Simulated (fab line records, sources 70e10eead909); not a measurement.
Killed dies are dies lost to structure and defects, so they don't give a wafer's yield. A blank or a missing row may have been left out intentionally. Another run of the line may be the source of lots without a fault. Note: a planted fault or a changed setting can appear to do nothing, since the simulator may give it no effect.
fab line records ; flow nand-harc
record lots=24; wafers=72; last-day=33
route steps=1302 shown A_M1@1192 A_BONDPAD@1227 THIN_TSV@1263
lots that met no fault: from a run of the same line without faults
start-h: hours from the record's first day to the start of the lot's first wafer shown ; wait-h: hours elapsed since this lot's preceding step ; " identical to the entry in the row above ; L1.1+2: a single row standing in for several wafers ; - value missing, or start not given ; * or withheld: withheld ; < > ~ a bound
route shown NAME@n: NAME is a module with steps in the file, n the number in the route of the first one ; usual: the fault-free wafers' mean and standard deviation ; same: alike in all rows ; chamber/n: place in a boat ; sites: readings site by site ; _std_site: the values' standard deviation ; _edge_site: outer sites' mean less inner sites' ; radius-mm: for every site, how far away it sits from the centre of the wafer ; mask NAME#n: copy n ; behind: the last tool/chamber to shape the wafer ; hold: why the lot went on hold/how many hours it stayed there/how the hold came to an end ; device: transistor that didn't switch, given as n, p or np ; end of line: the tests these same wafers got at the end of their route ; step lacking rows: just its recipe ; killed: count of dies lost to structure and defects at first sort (not the wafer's yield) ; map: shows each die of a wafer: x if killed, . if not, _ if none is there
set.NAME: the setting the step ran with; set.NAME@STEP: the setting that earlier step ran with ; model.NAME: the simulator's own value behind a step, which no gauge read
the route's steps for a sample of lots (tables are steps, rows are wafers)
services: a tool's chamber out of use, with start hour (start-h, from the record's first day; less than 0 if before it), hours out, and reason
## steps
# step NHARC_A_M1_PVD_21
# recipe target-thk-a=300; chamber-pressure-pa=5; power-w=5000; substrate-temp-c=30; time-s=20.49; material=Cu
# usual cathode-dc-power-W=5000.0/0.86; chamber-pressure-pa=4.999/0.01; throttle-valve-pct=30.1/0.97
lot.wafer;tool;chamber;start-h;wait-h;cathode-dc-power-W;chamber-pressure-pa;throttle-valve-pct
L075.3;pvd-sputter-01;-;-;-;5000.5;5.003;29.8
L075.2;pvd-sputter-01;-;-;-;5000.2;5.016;30.5
L075.6;pvd-sputter-01;-;-;-;5000.6;5.011;28.8
L077.1;pvd-sputter-01;-;-;-;4999.3;5.000;29.8
L077.3;pvd-sputter-01;-;-;-;4999.2;4.998;30.3
L077.6;pvd-sputter-01;-;-;-;5000.5;4.998;28.9
L074.3;pvd-sputter-01;-;-;-;5000.4;5.003;29.8
L074.5;pvd-sputter-01;-;-;-;4999.4;4.993;30.3
L074.6;pvd-sputter-01;-;-;-;5000.7;5.007;28.8
L076.4;pvd-sputter-02;-;-;-;4998.8;4.994;31.9
L076.1;pvd-sputter-02;-;-;-;4998.9;4.977;31.9
L076.6;pvd-sputter-02;-;-;-;5000.6;4.982;29.9
L078.3;pvd-sputter-01;-;-;-;5000.7;4.996;28.8
L078.4;pvd-sputter-01;-;-;-;4999.9;5.008;30.5
L078.5;pvd-sputter-01;-;-;-;5000.4;4.968;28.7
L079.4;pvd-sputter-01;-;-;-;4998.9;5.005;31.3
L079.3;pvd-sputter-01;-;-;-;4999.3;4.975;29.0
L079.6;pvd-sputter-01;-;-;-;5000.2;4.997;31.3
L080.1;pvd-sputter-03;-;-;-;5000.1;5.014;30.0
L080.3;pvd-sputter-03;-;-;-;4999.6;4.998;29.7
L080.2;pvd-sputter-03;-;-;-;5000.3;4.999;31.0
L081.3;pvd-sputter-03;-;-;-;5000.0;4.982;28.9
L081.2;pvd-sputter-03;-;-;-;4999.2;4.999;29.9
L081.6;pvd-sputter-03;-;-;-;5000.7;4.984;28.6
L083.1;pvd-sputter-03;-;-;-;4999.6;5.012;28.5
L083.2;pvd-sputter-03;-;-;-;4999.8;4.989;31.0
L083.3;pvd-sputter-03;-;-;-;4999.7;4.999;30.0
L082.2;pvd-sputter-01;-;-;-;5000.3;4.985;31.4
L082.4;pvd-sputter-01;-;-;-;4998.5;4.999;29.1
L082.3;pvd-sputter-01;-;-;-;5000.0;5.015;29.9
L085.3;pvd-sputter-01;-;-;-;5000.2;4.998;29.0
L085.1;pvd-sputter-01;-;-;-;4999.1;4.999;30.2
L085.4;pvd-sputter-01;-;-;-;5001.9;5.003;29.7
L084.1;pvd-sputter-01;-;-;-;4999.9;5.005;29.9
L084.2;pvd-sputter-01;-;-;-;5001.2;5.002;28.9
L084.5;pvd-sputter-01;-;-;-;4999.5;4.992;30.3
L087.2;pvd-sputter-03;-;-;-;4999.8;4.996;28.6
L087.4;pvd-sputter-03;-;-;-;4998.0;5.007;31.0
L087.5;pvd-sputter-03;-;-;-;4999.9;4.991;29.9
L086.2;pvd-sputter-03;-;-;-;5000.2;4.997;29.6
L086.3;pvd-sputter-03;-;-;-;4999.2;5.012;30.8
L086.5;pvd-sputter-03;-;-;-;4999.5;4.994;30.0
L088.1;pvd-sputter-01;-;-;-;4999.8;4.998;28.8
L088.2;pvd-sputter-01;-;-;-;5000.0;5.008;29.8
L088.6;pvd-sputter-01;-;-;-;5000.6;5.005;29.0
L089.2;pvd-sputter-02;-;-;-;5000.3;4.995;32.4
L089.6;pvd-sputter-02;-;-;-;4999.6;4.991;30.1
L089.5;pvd-sputter-02;-;-;-;5000.4;5.005;29.9
L091.1;pvd-sputter-01;-;-;-;4999.5;5.010;30.5
L091.5;pvd-sputter-01;-;-;-;4999.4;5.002;30.0
L091.6;pvd-sputter-01;-;-;-;5000.3;4.994;29.7
L090.2;pvd-sputter-01;-;-;-;5000.6;4.993;29.7
L090.5;pvd-sputter-01;-;-;-;5000.4;5.011;29.7
L090.6;pvd-sputter-01;-;-;-;5001.4;5.002;31.2
L094.2;pvd-sputter-02;-;-;-;5001.7;5.007;32.3
L094.3;pvd-sputter-02;-;-;-;4999.4;5.000;30.2
L094.6;pvd-sputter-02;-;-;-;5000.5;5.001;29.9
L092.2;pvd-sputter-02;-;-;-;4999.7;4.993;30.2
L092.3;pvd-sputter-02;-;-;-;5001.1;5.004;29.5
L092.4;pvd-sputter-02;-;-;-;5000.4;4.999;31.9
L093.1;pvd-sputter-02;-;-;-;5001.5;5.010;30.3
L093.4;pvd-sputter-02;-;-;-;4999.8;4.990;31.7
L093.6;pvd-sputter-02;-;-;-;5000.7;5.005;29.9
L095.4;pvd-sputter-03;-;-;-;4998.2;4.993;30.3
L095.1;pvd-sputter-03;-;-;-;5000.1;4.980;28.6
L095.2;pvd-sputter-03;-;-;-;5000.0;5.011;31.2
L096.2;pvd-sputter-01;-;-;-;5000.0;5.001;31.2
L096.1;pvd-sputter-01;-;-;-;5000.7;5.004;29.0
L096.6;pvd-sputter-01;-;-;-;4998.4;4.993;28.9
L097.1;pvd-sputter-03;-;-;-;5000.5;4.999;30.3
L097.2;pvd-sputter-03;-;-;-;4998.9;5.002;28.6
L097.5;pvd-sputter-03;-;-;-;5000.0;5.023;31.3
# step NHARC_A_M1_CMP_23
# recipe t-overpolish-s=20; target-thk-nm=154.34
# usual motor-current-A=11.5/1.2; pad-life-wafers=203/100; time-to-endpoint-s=30/3.4
lot.wafer;tool;chamber;start-h;wait-h;motor-current-A;pad-life-wafers;time-to-endpoint-s
L075.2;cmp-03;0;540.11;-;12.1;252;31
L075.3;cmp-03;2;540.11;-;11.9;254;27
L075.6;cmp-03;0;540.11;-;11.9;-;29
L077.1;cmp-01;0;546.32;-;9.7;240;30
L077.3;cmp-01;3;546.32;-;10.7;243;29
L077.6;cmp-01;1;546.32;-;9.7;-;28
L074.3;cmp-02;0;548.88;-;11.9;102;27
L074.6;cmp-02;0;548.88;-;12.1;-;31
L074.5;cmp-02;1;548.88;-;14.0;-;28
L076.1;cmp-03;1;549.49;-;12.9;302;25
L076.4;cmp-03;2;549.49;-;12.1;303;28
L076.6;cmp-03;0;549.49;-;12.4;-;31
L078.4;cmp-03;0;573.59;-;11.9;55;33
L078.3;cmp-03;2;573.59;-;11.1;57;30
L078.5;cmp-03;3;573.59;-;11.7;-;31
L079.4;cmp-02;1;593.73;-;13.3;254;29
L079.3;cmp-02;2;593.73;-;12.2;255;31
L079.6;cmp-02;0;593.73;-;12.3;-;32
L080.1;cmp-01;2;603.24;-;11.0;54;32
L080.3;cmp-01;3;603.24;-;10.2;55;33
L080.2;cmp-01;0;603.24;-;9.7;56;27
L081.2;cmp-01;2;608.33;-;10.7;79;34
L081.3;cmp-01;3;608.33;-;10.4;80;30
L081.6;cmp-01;1;608.33;-;10.1;-;27
L083.2;cmp-02;3;624.21;-;11.2;372;31
L083.3;cmp-02;1;624.21;-;13.3;374;29
L083.1;cmp-02;2;624.21;-;11.7;375;32
L082.2;cmp-02;1;628.75;-;12.5;1;32
L082.3;cmp-02;2;628.75;-;12.8;2;34
L082.4;cmp-02;3;628.75;-;10.6;3;34
L085.3;cmp-03;2;634.42;-;11.3;265;29
L085.1;cmp-03;3;634.42;-;11.7;266;31
L085.4;cmp-03;0;634.42;-;12.3;267;34
L084.1;cmp-01;1;636.28;-;9.9;216;27
L084.2;cmp-01;2;636.28;-;11.1;217;37
L084.5;cmp-01;1;636.28;-;9.5;-;31
L087.4;cmp-03;3;645.64;-;11.5;306;30
L087.2;cmp-03;1;645.64;-;13.5;308;30
L087.5;cmp-03;0;645.64;-;12.6;-;35
L086.2;cmp-01;0;653.98;-;9.9;300;30
L086.3;cmp-01;1;653.98;-;10.0;301;26
L086.5;cmp-01;0;653.98;-;9.7;-;30
L088.2;cmp-02;2;671.11;-;12.3;198;30
L088.1;cmp-02;0;671.11;-;11.9;200;29
L088.6;cmp-02;2;671.11;-;12.7;-;33
L089.2;cmp-01;1;671.49;-;10.1;375;25
L089.5;cmp-01;2;671.49;-;11.0;-;33
L089.6;cmp-01;3;671.49;-;10.6;-;30
L091.1;cmp-01;1;706.84;-;10.1;78;26
L091.6;cmp-01;1;706.84;-;9.6;-;24
L091.5;cmp-01;2;706.84;-;10.8;-;31
L090.2;cmp-01;1;709.90;-;9.8;103;22
L090.5;cmp-01;0;709.90;-;9.5;-;23
L090.6;cmp-01;1;709.90;-;9.7;-;24
L094.3;cmp-03;2;722.50;-;12.1;188;30
L094.2;cmp-03;3;722.50;-;12.0;189;33
L094.6;cmp-03;1;722.50;-;12.7;-;32
L092.2;cmp-03;2;724.77;-;12.2;204;34
L092.4;cmp-03;0;724.77;-;12.1;206;36
L092.3;cmp-03;1;724.77;-;13.4;207;35
L093.1;cmp-03;1;731.88;-;13.5;229;31
L093.4;cmp-03;3;731.88;-;11.6;231;35
L093.6;cmp-03;0;731.88;-;12.3;-;38
L095.2;cmp-01;1;750.16;-;9.8;288;28
L095.1;cmp-01;3;750.16;-;10.3;290;33
L095.4;cmp-01;0;750.16;-;10.0;291;28
L096.1;cmp-01;3;751.03;-;10.6;295;30
L096.2;cmp-01;0;751.03;-;9.9;296;28
L096.6;cmp-01;2;751.03;-;11.6;-;33
L097.1;cmp-02;0;760.67;-;11.9;96;28
L097.2;cmp-02;3;760.67;-;11.8;99;24
L097.5;cmp-02;1;760.67;-;12.8;-;24
# step NHARC_A_M1_THK_MEAS_24
# recipe thk-meas-gauge=xrf
# usual thk-nm=154.8/1.5
lot.wafer;tool;chamber;start-h;wait-h;thk-nm
L075.2;film-metro-02;-;540.42;-;152.3
L075.3;film-metro-02;-;540.42;-;154.8
L075.6;film-metro-02;-;540.42;-;155.7
L077.1;film-metro-02;-;546.63;-;155.4
L077.3;film-metro-02;-;546.63;-;154.4
L077.6;film-metro-02;-;546.63;-;152.2
L074.3;film-metro-01;-;549.19;-;155.6
L074.5;film-metro-01;-;549.19;-;154.5
L074.6;film-metro-01;-;549.19;-;154.9
L076.1;film-metro-02;-;549.75;-;154.9
L076.4;film-metro-02;-;549.75;-;155.4
L076.6;film-metro-02;-;549.75;-;154.8
L078.3;film-metro-02;-;573.88;-;153.7
L078.4;film-metro-02;-;573.88;-;155.9
L078.5;film-metro-02;-;573.88;-;154.7
L079.3;film-metro-02;-;593.99;-;155.2
L079.4;film-metro-02;-;593.99;-;153.7
L079.6;film-metro-02;-;593.99;-;157.5
L080.1;film-metro-01;-;603.56;-;155.2
L080.2;film-metro-01;-;603.56;-;153.3
L080.3;film-metro-01;-;603.56;-;153.9
L081.2;film-metro-02;-;608.62;-;156.7
L081.3;film-metro-02;-;608.62;-;156.1
L081.6;film-metro-02;-;608.62;-;155.3
L083.1;film-metro-01;-;624.52;-;155.3
L083.2;film-metro-01;-;624.52;-;153.7
L083.3;film-metro-01;-;624.52;-;155.0
L082.2;film-metro-01;-;629.04;-;155.9
L082.3;film-metro-01;-;629.04;-;156.4
L082.4;film-metro-01;-;629.04;-;155.8
L085.1;film-metro-02;-;634.71;-;155.3
L085.3;film-metro-02;-;634.71;-;153.3
L085.4;film-metro-02;-;634.71;-;153.5
L084.1;film-metro-02;-;636.59;-;155.3
L084.2;film-metro-02;-;636.59;-;157.6
L084.5;film-metro-02;-;636.59;-;153.3
L087.2;film-metro-01;-;645.96;-;155.7
L087.4;film-metro-01;-;645.96;-;155.4
L087.5;film-metro-01;-;645.96;-;156.2
L086.2;film-metro-02;-;654.29;-;156.6
L086.3;film-metro-02;-;654.29;-;154.4
L086.5;film-metro-02;-;654.29;-;154.4
L088.1;film-metro-02;-;671.42;-;153.2
L088.2;film-metro-02;-;671.42;-;153.7
L088.6;film-metro-02;-;671.42;-;154.7
L089.2;film-metro-02;-;671.72;-;152.5
L089.5;film-metro-02;-;671.72;-;154.8
L089.6;film-metro-02;-;671.72;-;154.0
L091.1;film-metro-02;-;707.15;-;152.9
L091.5;film-metro-02;-;707.15;-;156.6
L091.6;film-metro-02;-;707.15;-;151.6
L090.2;film-metro-02;-;710.20;-;152.7
L090.5;film-metro-02;-;710.20;-;153.4
L090.6;film-metro-02;-;710.20;-;150.3
L094.2;film-metro-02;-;722.76;-;155.7
L094.3;film-metro-02;-;722.76;-;155.9
L094.6;film-metro-02;-;722.76;-;157.4
L092.2;film-metro-02;-;725.09;-;154.2
L092.3;film-metro-02;-;725.09;-;153.3
L092.4;film-metro-02;-;725.09;-;157.7
L093.1;film-metro-02;-;732.17;-;154.4
L093.4;film-metro-02;-;732.17;-;156.3
L093.6;film-metro-02;-;732.17;-;155.6
L095.1;film-metro-02;-;750.47;-;155.3
L095.2;film-metro-02;-;750.47;-;155.0
L095.4;film-metro-02;-;750.47;-;154.9
L096.1;film-metro-02;-;751.31;-;155.5
L096.2;film-metro-02;-;751.31;-;155.2
L096.6;film-metro-02;-;751.31;-;155.9
L097.1;film-metro-02;-;760.98;-;154.2
L097.2;film-metro-02;-;760.98;-;153.8
L097.5;film-metro-02;-;760.98;-;151.4
# step NHARC_A_BONDPAD_PVD_17
# recipe target-thk-a=50; bias-v=168.6; power-w=15000; chamber-pressure-pa=0.12; time-s=8.06; substrate-temp-c=50; material=TaN
# usual cathode-dc-power-W=15000/2.7; chamber-pressure-pa=0.12002/0.00022; throttle-valve-pct=30.4/1.1
lot.wafer;tool;chamber;start-h;wait-h;cathode-dc-power-W;chamber-pressure-pa;throttle-valve-pct
L075.3;pvd-sputter-03;-;-;-;15006;0.12006;28.8
L075.2;pvd-sputter-03;-;-;-;15003;0.12029;30.8
L075.6;pvd-sputter-03;-;-;-;15000;0.12022;29.9
L077.3;pvd-sputter-02;-;-;-;15000;0.12014;29.9
L077.1;pvd-sputter-02;-;-;-;14995;0.12005;31.7
L077.6;pvd-sputter-02;-;-;-;15004;0.12043;32.1
L074.3;pvd-sputter-03;-;-;-;14999;0.12021;28.7
L074.5;pvd-sputter-03;-;-;-;15002;0.12029;30.0
L074.6;pvd-sputter-03;-;-;-;15001;0.12004;28.6
L076.4;pvd-sputter-02;-;-;-;15001;0.11986;32.1
L076.1;pvd-sputter-02;-;-;-;15000;0.12021;30.1
L076.6;pvd-sputter-02;-;-;-;15000;0.1201;31.9
L078.3;pvd-sputter-03;-;-;-;15005;0.12045;28.6
L078.4;pvd-sputter-03;-;-;-;15001;0.12022;31.1
L078.5;pvd-sputter-03;-;-;-;14999;0.1202;28.4
L079.3;pvd-sputter-03;-;-;-;15000;0.1202;30.9
L079.4;pvd-sputter-03;-;-;-;14996;0.1199;29.7
L079.6;pvd-sputter-03;-;-;-;15003;0.12001;31.2
L080.1;pvd-sputter-01;-;-;-;14997;0.12003;30.3
L080.3;pvd-sputter-01;-;-;-;14998;0.11967;29.9
L080.2;pvd-sputter-01;-;-;-;15000;0.12;28.9
L081.3;pvd-sputter-03;-;-;-;14999;0.1199;29.9
L081.2;pvd-sputter-03;-;-;-;14997;0.11986;28.5
L081.6;pvd-sputter-03;-;-;-;14999;0.11963;29.7
L083.2;pvd-sputter-02;-;-;-;15003;0.11977;29.6
L083.1;pvd-sputter-02;-;-;-;14995;0.12009;31.7
L083.3;pvd-sputter-02;-;-;-;14998;0.1201;30.2
L082.3;pvd-sputter-01;-;-;-;15006;0.12001;30.1
L082.4;pvd-sputter-01;-;-;-;15000;0.11968;29.2
L082.2;pvd-sputter-01;-;-;-;15001;0.11981;30.3
L085.3;pvd-sputter-02;-;-;-;15002;0.12024;32.0
L085.1;pvd-sputter-02;-;-;-;15003;0.11979;31.9
L085.4;pvd-sputter-02;-;-;-;14998;0.12;30.3
L084.1;pvd-sputter-03;-;-;-;15000;0.11989;29.7
L084.2;pvd-sputter-03;-;-;-;15002;0.11978;31.1
L084.5;pvd-sputter-03;-;-;-;14999;0.11982;29.6
L087.4;pvd-sputter-01;-;-;-;15005;0.11992;29.3
L087.2;pvd-sputter-01;-;-;-;15002;0.11983;30.1
L087.5;pvd-sputter-01;-;-;-;15001;0.12016;31.5
L086.2;pvd-sputter-03;-;-;-;15002;0.12015;29.9
L086.3;pvd-sputter-03;-;-;-;14999;0.12004;31.0
L086.5;pvd-sputter-03;-;-;-;14998;0.11985;29.5
L088.1;pvd-sputter-03;-;-;-;14997;0.11999;30.0
L088.2;pvd-sputter-03;-;-;-;14998;0.11989;28.7
L088.6;pvd-sputter-03;-;-;-;15000;0.11995;30.0
L089.2;pvd-sputter-02;-;-;-;14999;0.12053;29.9
L089.6;pvd-sputter-02;-;-;-;14998;0.12008;31.7
L089.5;pvd-sputter-02;-;-;-;15004;0.11945;32.4
L091.1;pvd-sputter-01;-;-;-;15001;0.11919;29.6
L091.6;pvd-sputter-01;-;-;-;15002;0.11997;31.1
L091.5;pvd-sputter-01;-;-;-;15003;0.12002;29.1
L090.2;pvd-sputter-02;-;-;-;15007;0.1205;30.2
L090.6;pvd-sputter-02;-;-;-;15002;0.12015;32.6
L090.5;pvd-sputter-02;-;-;-;15002;0.12032;30.5
L094.3;pvd-sputter-02;-;-;-;15003;0.12002;29.7
L094.2;pvd-sputter-02;-;-;-;15003;0.11976;32.2
L094.6;pvd-sputter-02;-;-;-;15005;0.11972;31.9
L092.2;pvd-sputter-01;-;-;-;14999;0.11967;31.4
L092.4;pvd-sputter-01;-;-;-;15000;0.11994;29.2
L092.3;pvd-sputter-01;-;-;-;15003;0.11987;30.0
L093.1;pvd-sputter-03;-;-;-;15003;0.12026;30.5
L093.4;pvd-sputter-03;-;-;-;14998;0.11982;29.7
L093.6;pvd-sputter-03;-;-;-;14999;0.12026;30.4
L095.2;pvd-sputter-03;-;-;-;15001;0.11992;31.5
L095.4;pvd-sputter-03;-;-;-;14997;0.1199;29.9
L095.1;pvd-sputter-03;-;-;-;15005;0.12039;28.6
L096.1;pvd-sputter-01;-;-;-;15004;0.12026;31.1
L096.2;pvd-sputter-01;-;-;-;14999;0.12029;30.2
L096.6;pvd-sputter-01;-;-;-;14999;0.12001;31.4
L097.2;pvd-sputter-02;-;-;-;14999;0.12038;31.5
L097.1;pvd-sputter-02;-;-;-;15003;0.11973;29.9
L097.5;pvd-sputter-02;-;-;-;14998;0.12013;31.8
# step NHARC_A_BONDPAD_ANNEAL_28
# recipe temp-c=225; time-s=90
# usual anneal-temp-c-max=226.1/0.38; wafer_temp_C_max=225.9/0.31
lot.wafer;tool;chamber;start-h;wait-h;anneal-temp-c-max;wafer_temp_C_max
L075.2;rtp-anneal-01;0;544.33;-;226.1;226.0
L075.3;rtp-anneal-01;0;544.33;-;227.2;226.4
L075.6;rtp-anneal-01;0;544.33;-;226.8;226.1
L077.1;rtp-anneal-02;0;550.67;0.3;226.0;225.4
L077.3;rtp-anneal-02;0;550.67;0.3;225.9;225.5
L077.6;rtp-anneal-02;0;550.67;0.3;225.8;225.4
L074.3;rtp-anneal-02;0;553.27;-;225.9;225.7
L074.5;rtp-anneal-02;0;553.27;-;225.7;225.7
L074.6;rtp-anneal-02;0;553.27;-;226.0;225.6
L076.1;rtp-anneal-02;0;553.81;0.3;225.6;225.9
L076.4;rtp-anneal-02;0;553.81;0.3;225.8;226.0
L076.6;rtp-anneal-02;0;553.81;0.3;225.6;225.8
L078.3;rtp-anneal-02;0;577.97;0.3;226.1;226.0
L078.4;rtp-anneal-02;0;577.97;0.3;226.2;225.4
L078.5;rtp-anneal-02;0;577.97;0.3;226.0;225.4
L079.3;rtp-anneal-02;0;598.08;-;225.7;225.8
L079.4;rtp-anneal-02;0;598.08;-;225.9;225.9
L079.6;rtp-anneal-02;0;598.08;-;225.7;226.1
L080.1;rtp-anneal-02;0;607.71;-;225.7;225.6
L080.2;rtp-anneal-02;0;607.71;-;226.1;226.0
L080.3;rtp-anneal-02;0;607.71;-;226.3;225.6
L081.2;rtp-anneal-02;0;612.64;0.3;225.9;225.4
L081.3;rtp-anneal-02;0;612.64;0.3;225.9;225.6
L081.6;rtp-anneal-02;0;612.64;0.3;225.7;226.1
L083.1;rtp-anneal-02;0;628.69;-;226.2;225.9
L083.2;rtp-anneal-02;0;628.69;-;226.1;225.9
L083.3;rtp-anneal-02;0;628.69;-;225.9;225.5
L082.2;rtp-anneal-01;0;632.98;-;226.1;225.8
L082.3;rtp-anneal-01;0;632.98;-;226.4;226.2
L082.4;rtp-anneal-01;0;632.98;-;226.5;226.4
L085.1;rtp-anneal-01;0;638.58;-;226.6;225.6
L085.3;rtp-anneal-01;0;638.58;-;226.4;226.0
L085.4;rtp-anneal-01;0;638.58;-;226.5;226.2
L084.1;rtp-anneal-02;0;640.59;0.3;226.0;225.8
L084.2;rtp-anneal-02;0;640.59;0.3;226.1;225.7
L084.5;rtp-anneal-02;0;640.59;0.3;226.3;225.7
L087.2;rtp-anneal-02;0;650.00;-;226.1;225.7
L087.4;rtp-anneal-02;0;650.00;-;225.9;225.5
L087.5;rtp-anneal-02;0;650.00;-;226.4;225.6
L086.2;rtp-anneal-01;0;658.31;0.4;226.1;226.4
L086.3;rtp-anneal-01;0;658.31;0.4;226.8;226.1
L086.5;rtp-anneal-01;0;658.31;0.4;226.4;226.0
L088.1;rtp-anneal-01;0;675.52;-;227.8;226.3
L088.2;rtp-anneal-01;0;675.52;-;226.5;225.9
L088.6;rtp-anneal-01;0;675.52;-;226.4;226.1
L089.2;rtp-anneal-02;0;675.81;0.3;225.7;225.5
L089.5;rtp-anneal-02;0;675.81;0.3;225.7;225.7
L089.6;rtp-anneal-02;0;675.81;0.3;226.0;225.4
L091.1;rtp-anneal-01;0;711.03;0.3;225.9;226.2
L091.5;rtp-anneal-01;0;711.03;0.3;226.5;226.0
L091.6;rtp-anneal-01;0;711.03;0.3;226.5;226.2
L090.2;rtp-anneal-02;0;714.26;0.3;226.2;225.8
L090.5;rtp-anneal-02;0;714.26;0.3;225.9;226.1
L090.6;rtp-anneal-02;0;714.26;0.3;225.9;225.8
L094.2;rtp-anneal-02;0;727.08;-;225.9;225.9
L094.3;rtp-anneal-02;0;727.08;-;226.2;225.8
L094.6;rtp-anneal-02;0;727.08;-;225.6;225.7
L092.2;rtp-anneal-01;0;729.14;0.4;226.4;226.8
L092.3;rtp-anneal-01;0;729.14;0.4;226.4;226.4
L092.4;rtp-anneal-01;0;729.14;0.4;226.3;226.1
L093.1;rtp-anneal-01;0;736.30;0.3;226.3;226.2
L093.4;rtp-anneal-01;0;736.30;0.3;226.6;226.2
L093.6;rtp-anneal-01;0;736.30;0.3;226.5;226.8
L095.1;rtp-anneal-01;0;754.63;-;226.4;226.2
L095.2;rtp-anneal-01;0;754.63;-;226.6;226.1
L095.4;rtp-anneal-01;0;754.63;-;226.6;225.9
L096.1;rtp-anneal-01;0;755.49;-;226.2;226.0
L096.2;rtp-anneal-01;0;755.49;-;226.5;225.9
L096.6;rtp-anneal-01;0;755.49;-;226.6;226.3
L097.1;rtp-anneal-02;0;765.07;-;225.9;225.5
L097.2;rtp-anneal-02;0;765.07;-;225.8;225.8
L097.5;rtp-anneal-02;0;765.07;-;225.9;225.6
# step NHARC_THIN_TSV_ETCH_15
# recipe target-depth-a=30000; bosch-target-overetch-cycles=2; bosch-etch-step-s=2.8; bosch-dep-step-s=1.2; bosch-cycles=14
# usual drypump-motor-current-A=5.8/0.57
lot.wafer;tool;chamber;start-h;wait-h;drypump-motor-current-A;rf-hours-counter-h
L075.3;rie-si-02;0;558.48;-;5.1;0.66
L075.2;rie-si-02;2;558.48;-;5.7;0.60
L075.6;rie-si-02;0;558.48;-;5.1;-
L074.3;rie-si-02;2;565.82;-;5.7;0.62
L074.6;rie-si-02;0;565.82;-;5.2;-
L074.5;rie-si-02;1;565.82;-;4.7;-
L077.3;rie-si-01;0;566.98;-;6.7;0.09
L077.1;rie-si-01;2;566.98;-;6.1;0.11
L077.6;rie-si-01;0;566.98;-;6.7;-
L076.1;rie-si-03;1;568.21;-;5.3;1.05
L076.4;rie-si-03;3;568.21;-;5.8;-
L076.6;rie-si-03;1;568.21;-;5.3;-
L078.4;rie-si-03;0;592.59;-;6.5;0.01
L078.3;rie-si-03;2;592.59;-;5.8;0.03
L078.5;rie-si-03;0;592.59;-;6.5;-
L079.4;rie-si-03;1;611.54;-;5.2;0.14
L079.3;rie-si-03;3;611.54;-;5.8;0.09
L079.6;rie-si-03;1;611.54;-;5.3;-
L080.3;rie-si-01;1;622.43;-;6.1;0.41
L080.1;rie-si-01;2;622.43;-;6.1;0.38
L080.2;rie-si-01;3;622.43;-;5.2;0.32
L081.2;rie-si-01;3;626.92;-;5.3;0.35
L081.3;rie-si-01;1;626.92;-;6.1;0.45
L081.6;rie-si-01;3;626.92;-;5.3;-
L082.2;rie-si-02;1;644.58;-;4.7;0.02
L082.4;rie-si-02;2;644.58;-;5.7;0.02
L082.3;rie-si-02;3;644.58;-;6.3;0.05
L083.3;rie-si-03;1;645.81;-;5.2;0.42
L083.2;rie-si-03;2;645.81;-;5.8;0.47
L083.1;rie-si-03;3;645.81;-;5.8;0.42
L085.1;rie-si-03;1;653.94;-;5.3;0.47
L085.4;rie-si-03;2;653.94;-;5.8;0.49
L085.3;rie-si-03;0;653.94;-;6.5;0.42
L084.1;rie-si-02;2;655.27;-;5.7;0.07
L084.2;rie-si-02;0;655.27;-;5.2;0.14
L084.5;rie-si-02;2;655.27;-;5.7;-
L087.2;rie-si-01;2;664.53;-;6.1;0.62
L087.4;rie-si-01;1;664.53;-;6.1;0.64
L087.5;rie-si-01;3;664.53;-;5.2;-
L086.2;rie-si-01;0;675.44;-;6.7;0.64
L086.3;rie-si-01;1;675.44;-;6.1;0.66
L086.5;rie-si-01;1;675.44;-;6.1;-
L088.2;rie-si-01;2;691.69;-;6.1;0.75
L088.1;rie-si-01;3;691.69;-;5.3;0.76
L088.6;rie-si-01;3;691.69;-;5.3;-
L089.2;rie-si-03;3;692.91;-;5.8;0.64
L089.5;rie-si-03;2;692.91;-;5.8;-
L089.6;rie-si-03;3;692.91;-;5.8;-
L091.1;rie-si-02;0;728.15;-;5.2;0.53
L091.5;rie-si-02;1;728.15;-;4.7;-
L091.6;rie-si-02;2;728.15;-;5.7;-
L090.2;rie-si-03;3;729.23;-;5.7;0.87
L090.6;rie-si-03;0;729.23;-;6.5;-
L090.5;rie-si-03;2;729.23;-;5.8;-
L094.2;rie-si-02;2;747.23;-;5.7;0.60
L094.3;rie-si-02;3;747.23;-;6.3;0.59
L094.6;rie-si-02;2;747.23;-;5.7;-
L092.4;rie-si-02;0;748.56;-;5.2;0.64
L092.3;rie-si-02;1;748.56;-;4.7;0.65
L092.2;rie-si-02;2;748.56;-;5.7;0.65
L093.4;rie-si-02;3;756.58;-;6.3;0.67
L093.1;rie-si-02;2;756.58;-;5.7;0.70
L093.6;rie-si-02;0;756.58;-;5.2;-
L095.2;rie-si-01;3;768.61;-;5.3;0.36
L095.1;rie-si-01;0;768.61;-;6.7;0.25
L095.4;rie-si-01;1;768.61;-;6.1;0.22
L096.1;rie-si-03;0;769.78;-;6.4;0.05
L096.2;rie-si-03;1;769.78;-;5.3;0.06
L096.6;rie-si-03;3;769.78;-;5.8;-
L097.2;rie-si-03;0;777.77;-;6.5;0.10
L097.1;rie-si-03;1;777.77;-;5.2;0.09
L097.5;rie-si-03;0;777.77;-;6.5;-
## services
tool;chamber;start-h;hours;kind
pvd-sputter-03;-;526.00;10.0;pm
cmp-01;-;528.83;1.5;repair
rie-si-03;2;537.99;40.4;repair
rie-si-03;-;555.96;0.3;repair
cmp-01;-;570.84;0.3;repair
rie-si-03;-;575.00;9.0;pm
cmp-01;-;580.14;4.0;pm
pvd-sputter-01;-;582.05;10.0;pm
pvd-sputter-02;-;614.35;11.4;repair
pvd-sputter-02;-;630.02;2.8;repair
pvd-sputter-02;-;638.03;10.0;pm
pvd-sputter-03;-;661.82;9.5;repair
pvd-sputter-02;-;677.63;2.1;repair
cmp-01;-;678.14;4.0;pm
pvd-sputter-03;-;691.42;1.4;repair
pvd-sputter-03;-;704.00;10.0;pm
rie-si-03;0;712.74;2.8;repair
cmp-01;-;725.98;0.8;repair
rie-si-03;1;727.34;24.2;repair
rie-si-03;2;735.49;3.7;repair
rtp-anneal-02;-;744.10;12.0;pm
rie-si-03;-;752.00;9.0;pm
pvd-sputter-01;-;760.05;10.0;pm
cmp-01;-;776.14;4.0;pm
## key
fault none
